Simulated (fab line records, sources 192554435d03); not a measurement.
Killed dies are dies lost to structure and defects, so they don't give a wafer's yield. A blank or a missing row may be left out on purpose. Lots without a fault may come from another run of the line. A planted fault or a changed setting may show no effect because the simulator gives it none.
Chamber matching | flow n5_finfet | N5_BEOL_M4_VIA_ETCH_34 on rie_diel-03: 4 sister chambers
The step etches the open film in C4F6/O2, target depth 69.4 nm, time 65.9 s. 4 wafers are shown with their chamber, then 8 later ones without.

WAFERS WITH THEIR CHAMBER
wafer  | chamber | throttle_valve_pct (%)
L083.5 | 3       | 30.93
L085.5 | 2       | 31.24
L085.6 | 1       | 30.55
L086.1 | 0       | 30.37

WAFERS WITHOUT THEIR CHAMBER
wafer  | throttle_valve_pct (%)
L086.3 | 30.57
L086.4 | 31.25
L090.1 | 30.96
L090.3 | 30.58
L090.5 | 31.26
L095.2 | 30.98
L095.4 | 30.59
L095.6 | 30.95

WHICH CHAMBER EACH WENT THROUGH
wafer  | from the rows above | in truth
L086.3 | 1                   | 1
L086.4 | 2                   | 2
L090.1 | 3                   | 3
L090.3 | 1                   | 1
L090.5 | 2                   | 2
L095.2 | 3                   | 3
L095.4 | 1                   | 1
L095.6 | 3                   | 3
Placed correctly: 8 of 8. Can't be placed from these rows: 0. Placed wrongly: 0.
How it was worked out, from the rows above alone: a wafer's distance from a chamber is the root of the sum, over the readings, of the square of ((its reading less the chamber's mean) divided by the reading's scatter). The wafer belongs to the nearest chamber; if the next one is less than 2 further off, it can't be placed. A chamber's mean is the mean of its shown wafers. The scatter: with one shown wafer a chamber, the root of the mean of the squares of how far each hidden wafer lies from its nearest shown one.
